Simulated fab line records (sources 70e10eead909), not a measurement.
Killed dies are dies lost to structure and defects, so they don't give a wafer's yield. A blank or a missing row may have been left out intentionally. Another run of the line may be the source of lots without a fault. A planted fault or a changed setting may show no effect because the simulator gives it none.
fab line records | flow nand-harc
[record] lots = 6 | wafers = 18 | last-day = 26
route steps=1159 shown A_CONTACT@861
lots that met no fault: from a run of the same line without faults
start-h: hours from the record's first day to the start of the lot's first wafer shown | wait-h: time in hours since the lot's previous step | " same as the row above | L1.1+2: one row covering several wafers at once | - either no value or no given start | * or withheld: withheld | < > ~ a bound
route shown NAME@n: names a module that has steps shown in the file, with the first one's number in the route | usual: mean/standard deviation of fault-free wafers | same: alike in all rows | chamber/n: place in a boat | sites: each site's reading | _std_site: standard deviation across them | _edge_site: the outer-site mean with the inner-site mean subtracted | radius-mm: for every site, how far away it sits from the centre of the wafer | mask NAME#n: copy n | behind: the tool/chamber that last shaped the wafer | hold: why the lot was held/for how many hours/how that ended | device: the n, p or np transistor that did not switch | end of line: tests run on the same wafers once the route is complete | a step with no rows: only its recipe | killed: dies that structure and defects cost at the first sort, which is not the same as the wafer's yield | map: the dies of a wafer, with x for killed, . for not killed, _ for no die there
set.NAME: the setting the step ran with; set.NAME@STEP: the setting that earlier step ran with | model.NAME: the simulator's own value behind a step, which no gauge read
certain route steps with their lots: each step a table, each wafer a row
services: a tool's chamber out of use, with start hour (start-h, from the record's first day; less than 0 if before it), hours out, and reason
[[steps]]
[step NHARC_A_CONTACT_ETCH_51]
[recipe] target-depth-a = 36000 | over-etch-frac = 0.3 | time-s = 936 | ion-energy-ev = 150 | o2-flow-sccm = 400 | cos-flow-sccm = 20 | ar-flow-sccm = 0 | rf-w = 500 | bias-w = 300 | chemistry = O2/COS
[step NHARC_A_CONTACT_ETCH_111]
[recipe] source-w = withheld | pressure-mtorr = 20 | bias-v = withheld | time-s = 140 | target-depth-a = 7000 | ar-flow-sccm = withheld | c4f8-flow-sccm = withheld | o2-flow-sccm = withheld | chemistry = C4F8/O2/Ar
[step NHARC_A_CONTACT_ETCH_112]
[recipe] source-w = withheld | pressure-mtorr = 20 | bias-v = 3000 | time-s = 94 | target-depth-a = 9220 | ar-flow-sccm = withheld | c4f8-flow-sccm = withheld | o2-flow-sccm = withheld | chemistry = C4F8/O2/Ar
[step NHARC_A_CONTACT_ETCH_113]
[recipe] source-w = withheld | pressure-mtorr = 20 | bias-v = 3000 | time-s = 94 | target-depth-a = 9220 | ar-flow-sccm = withheld | c4f8-flow-sccm = withheld | o2-flow-sccm = withheld | chemistry = C4F8/O2/Ar
[step NHARC_A_CONTACT_ETCH_114]
[recipe] source-w = withheld | pressure-mtorr = 20 | bias-v = 3000 | time-s = 94 | target-depth-a = 9220 | ar-flow-sccm = withheld | c4f8-flow-sccm = withheld | o2-flow-sccm = withheld | chemistry = C4F8/O2/Ar
[step NHARC_A_CONTACT_ETCH_115]
[recipe] source-w = withheld | pressure-mtorr = 20 | bias-v = 3000 | time-s = 94 | target-depth-a = 9220 | ar-flow-sccm = withheld | c4f8-flow-sccm = withheld | o2-flow-sccm = withheld | chemistry = C4F8/O2/Ar
[usual] chamber-pressure-mTorr = 19.998/0.018 | oes-air-line-au = 1.000/0.019
lot.wafer | tool            | chamber | start-h | wait-h | chamber-pressure-mTorr | oes-air-line-au | rf-hours-counter-h
L820.1    | har-cap-etch-01 | 1       | 387.48  | 0.1    | 20.015                 | 0.994           | 52
L820.2    | "               | 0       | "       | "      | 19.991                 | 0.962           | 52
L820.6    | "               | 0       | "       | "      | 20.020                 | 0.986           | -
L827.1    | har-cap-etch-02 | 1       | 434.25  | 0.1    | 19.992                 | 0.985           | 17
L827.5    | "               | 0       | "       | "      | 20.024                 | 1.015           | -
L827.6    | "               | 1       | "       | "      | 19.983                 | 1.003           | -
L829.1    | har-cap-etch-03 | 1       | 437.06  | 0.1    | 19.967                 | 1.019           | 90
L829.3    | "               | 0       | "       | "      | 20.030                 | 0.969           | -
L829.6    | "               | 0       | "       | "      | 19.999                 | 0.993           | -
L841.2    | har-cap-etch-01 | 0       | 510.20  | 0.1    | 19.997                 | 0.991           | 73
L841.3    | "               | 1       | "       | "      | 20.017                 | 0.996           | -
L841.6    | "               | 0       | "       | "      | 20.002                 | 1.003           | -
L839.2    | har-cap-etch-01 | 1       | 512.59  | 0.1    | 19.991                 | 1.015           | 74
L839.1    | "               | 0       | "       | "      | 19.957                 | 1.016           | 74
L839.5    | "               | 1       | "       | "      | 19.992                 | 1.047           | -
L843.1    | har-cap-etch-02 | 0       | 526.93  | 0.1    | 20.007                 | 0.998           | 35
L843.4    | "               | 1       | "       | "      | 19.999                 | 0.997           | -
L843.6    | "               | 0       | "       | "      | 19.986                 | 0.987           | -
[step NHARC_A_CONTACT_ETCH_116]
[recipe] source-w = withheld | pressure-mtorr = 20 | bias-v = 3000 | time-s = 94 | target-depth-a = 9220 | ar-flow-sccm = withheld | c4f8-flow-sccm = withheld | o2-flow-sccm = withheld | chemistry = C4F8/O2/Ar
[usual] chamber-pressure-mTorr = 20.002/0.025 | oes-air-line-au = 1.002/0.018
lot.wafer | tool            | chamber | start-h | wait-h | chamber-pressure-mTorr | oes-air-line-au | rf-hours-counter-h
L820.1    | har-cap-etch-01 | 1       | 387.59  | 0.1    | 19.988                 | 0.997           | 52
L820.2    | "               | 0       | "       | "      | 19.978                 | 1.008           | 52
L820.6    | "               | 0       | "       | "      | 19.994                 | 1.046           | -
L827.1    | har-cap-etch-02 | 1       | 434.37  | 0.1    | 19.997                 | 1.023           | 17
L827.5    | "               | 0       | "       | "      | 20.005                 | 0.994           | -
L827.6    | "               | 1       | "       | "      | 20.005                 | 1.013           | -
L829.1    | har-cap-etch-03 | 1       | 437.15  | 0.1    | 20.013                 | 1.025           | 90
L829.3    | "               | 0       | "       | "      | 20.059                 | 0.998           | -
L829.6    | "               | 0       | "       | "      | 20.002                 | 1.000           | -
L841.2    | har-cap-etch-01 | 0       | 510.29  | 0.1    | 19.992                 | 1.003           | 73
L841.3    | "               | 1       | "       | "      | 19.987                 | 0.988           | -
L841.6    | "               | 0       | "       | "      | 20.017                 | 1.023           | -
L839.2    | har-cap-etch-01 | 1       | 512.68  | 0.1    | 19.989                 | 1.000           | 74
L839.1    | "               | 0       | "       | "      | 20.018                 | 0.976           | 74
L839.5    | "               | 1       | "       | "      | 19.997                 | 1.021           | -
L843.1    | har-cap-etch-02 | 0       | 527.06  | 0.1    | 19.984                 | 0.977           | 35
L843.4    | "               | 1       | "       | "      | 20.021                 | 0.990           | -
L843.6    | "               | 0       | "       | "      | 20.028                 | 0.988           | -
[step NHARC_A_CONTACT_ETCH_117]
[recipe] source-w = withheld | pressure-mtorr = 20 | bias-v = 3000 | time-s = 94 | target-depth-a = 9220 | ar-flow-sccm = withheld | c4f8-flow-sccm = withheld | o2-flow-sccm = withheld | chemistry = C4F8/O2/Ar
[usual] chamber-pressure-mTorr = 19.998/0.019 | oes-air-line-au = 1.004/0.02
lot.wafer | tool            | chamber | start-h | wait-h | chamber-pressure-mTorr | oes-air-line-au | rf-hours-counter-h
L820.1    | har-cap-etch-01 | 1       | 387.71  | 0.1    | 19.984                 | 1.010           | 52
L820.2    | "               | 0       | "       | "      | 19.985                 | 1.022           | 52
L820.6    | "               | 0       | "       | "      | 20.000                 | 1.015           | -
L827.1    | har-cap-etch-02 | 1       | 434.49  | 0.1    | 19.978                 | 0.996           | 17
L827.5    | "               | 0       | "       | "      | 19.990                 | 1.005           | -
L827.6    | "               | 1       | "       | "      | 19.972                 | 0.993           | -
L829.1    | har-cap-etch-03 | 1       | 437.24  | 0.1    | 20.008                 | 1.022           | 90
L829.3    | "               | 0       | "       | "      | 20.011                 | 1.011           | -
L829.6    | "               | 0       | "       | "      | 19.978                 | 0.993           | -
L841.2    | har-cap-etch-01 | 0       | 510.38  | 0.1    | 20.015                 | 1.023           | 73
L841.3    | "               | 1       | "       | "      | 20.006                 | 1.019           | -
L841.6    | "               | 0       | "       | "      | 19.998                 | 1.012           | -
L839.2    | har-cap-etch-01 | 1       | 512.78  | 0.1    | 20.002                 | 1.037           | 75
L839.1    | "               | 0       | "       | "      | 20.014                 | 0.996           | 75
L839.5    | "               | 1       | "       | "      | 20.003                 | 1.011           | -
L843.1    | har-cap-etch-02 | 0       | 527.18  | 0.1    | 19.992                 | 0.986           | 35
L843.4    | "               | 1       | "       | "      | 19.981                 | 0.982           | -
L843.6    | "               | 0       | "       | "      | 20.004                 | 0.968           | -
[step NHARC_A_CONTACT_ETCH_118]
[recipe] source-w = withheld | pressure-mtorr = 20 | bias-v = 3000 | time-s = 94 | target-depth-a = 9220 | ar-flow-sccm = withheld | c4f8-flow-sccm = withheld | o2-flow-sccm = withheld | chemistry = C4F8/O2/Ar
[step NHARC_A_CONTACT_ETCH_119]
[recipe] source-w = withheld | pressure-mtorr = 20 | bias-v = 3000 | time-s = 94 | target-depth-a = 9220 | ar-flow-sccm = withheld | c4f8-flow-sccm = withheld | o2-flow-sccm = withheld | chemistry = C4F8/O2/Ar
[usual] chamber-pressure-mTorr = 20.000/0.021 | oes-air-line-au = 0.997/0.021
lot.wafer | tool            | chamber | start-h | wait-h | chamber-pressure-mTorr | oes-air-line-au | rf-hours-counter-h
L820.1    | har-cap-etch-01 | 1       | 387.95  | 0.1    | 19.970                 | 1.026           | 52
L820.2    | "               | 0       | "       | "      | 20.013                 | 0.980           | 52
L820.6    | "               | 0       | "       | "      | 19.953                 | 0.996           | -
L827.1    | har-cap-etch-02 | 1       | 434.74  | 0.1    | 19.985                 | 0.989           | 17
L827.5    | "               | 0       | "       | "      | 19.953                 | 0.968           | -
L827.6    | "               | 1       | "       | "      | 19.985                 | 1.004           | -
L829.1    | har-cap-etch-03 | 1       | 437.42  | 0.1    | 19.990                 | 1.018           | 90
L829.3    | "               | 0       | "       | "      | 19.975                 | 1.023           | -
L829.6    | "               | 0       | "       | "      | 19.981                 | 0.994           | -
L841.2    | har-cap-etch-01 | 0       | 510.56  | 0.1    | 20.006                 | 1.038           | 73
L841.3    | "               | 1       | "       | "      | 20.022                 | 0.979           | -
L841.6    | "               | 0       | "       | "      | 19.974                 | 0.995           | -
L839.2    | har-cap-etch-01 | 1       | 512.96  | 0.1    | 19.988                 | 1.031           | 75
L839.1    | "               | 0       | "       | "      | 20.006                 | 0.991           | 75
L839.5    | "               | 1       | "       | "      | 20.018                 | 1.013           | -
L843.1    | har-cap-etch-02 | 0       | 527.42  | 0.1    | 20.008                 | 0.990           | 35
L843.4    | "               | 1       | "       | "      | 20.023                 | 0.988           | -
L843.6    | "               | 0       | "       | "      | 20.025                 | 1.017           | -
[step NHARC_A_CONTACT_ETCH_120]
[recipe] source-w = withheld | pressure-mtorr = 20 | bias-v = 3000 | time-s = 94 | target-depth-a = 9220 | ar-flow-sccm = withheld | c4f8-flow-sccm = withheld | o2-flow-sccm = withheld | chemistry = C4F8/O2/Ar
[step NHARC_A_CONTACT_ETCH_121]
[recipe] source-w = withheld | pressure-mtorr = 20 | bias-v = 3000 | time-s = 94 | target-depth-a = 9220 | ar-flow-sccm = withheld | c4f8-flow-sccm = withheld | o2-flow-sccm = withheld | chemistry = C4F8/O2/Ar
[usual] chamber-pressure-mTorr = 19.999/0.017 | oes-air-line-au = 0.999/0.021
lot.wafer | tool            | chamber | start-h | wait-h | chamber-pressure-mTorr | oes-air-line-au | rf-hours-counter-h
L820.1    | har-cap-etch-01 | 1       | 388.20  | 0.1    | 20.008                 | 0.989           | 52
L820.2    | "               | 0       | "       | "      | 20.006                 | 1.044           | 52
L820.6    | "               | 0       | "       | "      | 20.014                 | 1.022           | -
L827.1    | har-cap-etch-02 | 1       | 434.98  | 0.1    | 20.015                 | 0.989           | 18
L827.5    | "               | 0       | "       | "      | 19.990                 | 0.996           | -
L827.6    | "               | 1       | "       | "      | 19.979                 | 0.980           | -
L829.1    | har-cap-etch-03 | 1       | 437.61  | 0.1    | 20.016                 | 0.995           | 90
L829.3    | "               | 0       | "       | "      | 20.014                 | 1.032           | -
L829.6    | "               | 0       | "       | "      | 20.018                 | 0.980           | -
L841.2    | har-cap-etch-01 | 0       | 510.74  | 0.1    | 20.001                 | 1.032           | 74
L841.3    | "               | 1       | "       | "      | 19.979                 | 0.987           | -
L841.6    | "               | 0       | "       | "      | 19.956                 | 1.020           | -
L839.2    | har-cap-etch-01 | 1       | 513.14  | 0.1    | 19.997                 | 1.006           | 75
L839.1    | "               | 0       | "       | "      | 19.988                 | 1.022           | 75
L839.5    | "               | 1       | "       | "      | 19.991                 | 1.013           | -
L843.1    | har-cap-etch-02 | 0       | 527.66  | 0.1    | 19.986                 | 1.009           | 35
L843.4    | "               | 1       | "       | "      | 19.980                 | 0.996           | -
L843.6    | "               | 0       | "       | "      | 20.013                 | 0.963           | -
[step NHARC_A_CONTACT_ETCH_122]
[recipe] source-w = withheld | pressure-mtorr = 20 | bias-v = 3000 | time-s = 95 | target-depth-a = 9300 | ar-flow-sccm = withheld | c4f8-flow-sccm = withheld | o2-flow-sccm = withheld | chemistry = C4F8/O2/Ar
[usual] chamber-pressure-mTorr = 20.002/0.019 | oes-air-line-au = 1.001/0.022
lot.wafer | tool            | chamber | start-h | wait-h | chamber-pressure-mTorr | oes-air-line-au | rf-hours-counter-h
L820.1    | har-cap-etch-01 | 1       | 388.32  | 0.1    | 20.007                 | 0.951           | 52
L820.2    | "               | 0       | "       | "      | 20.011                 | 1.003           | 52
L820.6    | "               | 0       | "       | "      | 19.988                 | 1.032           | -
L827.1    | har-cap-etch-02 | 1       | 435.10  | 0.1    | -                      | -               | -
L827.5    | "               | 0       | "       | "      | -                      | -               | -
L827.6    | "               | 1       | "       | "      | -                      | -               | -
L829.1    | har-cap-etch-03 | 1       | 437.70  | 0.1    | -                      | -               | -
L829.3    | "               | 0       | "       | "      | -                      | -               | -
L829.6    | "               | 0       | "       | "      | -                      | -               | -
L841.2    | har-cap-etch-01 | 0       | 510.83  | 0.1    | 19.998                 | 1.029           | 74
L841.3    | "               | 1       | "       | "      | 20.009                 | 1.012           | -
L841.6    | "               | 0       | "       | "      | 20.008                 | 1.043           | -
L839.2    | har-cap-etch-01 | 1       | 513.23  | 0.1    | 20.011                 | 0.996           | 75
L839.1    | "               | 0       | "       | "      | 20.005                 | 1.006           | 75
L839.5    | "               | 1       | "       | "      | 20.009                 | 1.022           | -
L843.1    | har-cap-etch-02 | 0       | 527.78  | 0.1    | 19.986                 | 1.013           | 35
L843.4    | "               | 1       | "       | "      | 20.008                 | 0.993           | -
L843.6    | "               | 0       | "       | "      | 19.998                 | 1.018           | -
[step NHARC_A_CONTACT_ETCH_123]
[recipe] source-w = withheld | pressure-mtorr = 20 | bias-v = 400 | time-s = 253 | target-depth-a = 10900 | ar-flow-sccm = withheld | c4f8-flow-sccm = 11.5 | o2-flow-sccm = 7.2 | chemistry = C4F8/O2/Ar
[[services]]
tool            | chamber | start-h | hours | kind
har-cap-etch-01 | -       | 367.74  | 0.2   | repair
har-cap-etch-01 | -       | 380.24  | 0.8   | repair
har-cap-etch-01 | -       | 461.43  | 0.5   | repair
har-cap-etch-03 | -       | 467.09  | 0.3   | repair
[[key]]
[first-sign] step = NHARC_A_CONTACT_ETCH_122 | reading = tool-record | direction = missing
effect none on later readings
met-at NHARC_A_CONTACT_ETCH_122
struck-wafers L827.1,L827.5,L827.6,L829.1,L829.3,L829.6
later-rows-left-out L827.1,L827.5,L827.6,L829.1,L829.3,L829.6
sort-left-out L827.1,L827.5,L827.6,L829.1,L829.3,L829.6
tester-left-out L827,L829
[fault] kind = skipped-step-whole | tool = har-cap-etch-02,har-cap-etch-03 | chamber = - | onset-h = 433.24 | steps = NHARC_A_CONTACT_ETCH_122 | scope = struck-lots-only
// tester-left-out: of these lots the tester's yield and bins aren't shown, on N5 and GAA mostly nor the transistor test; their killed dies are dies lost to structure and defects alone, not to doping, threshold or leakage, so they don't give the yield
// sort-left-out: the simulated sort isn't trusted on such a fault, so these wafers' sort isn't shown, and their yield isn't known
// later-rows-left-out: the simulator's readings of these wafers behind a module that went badly wrong aren't trusted and aren't shown, but for the sort
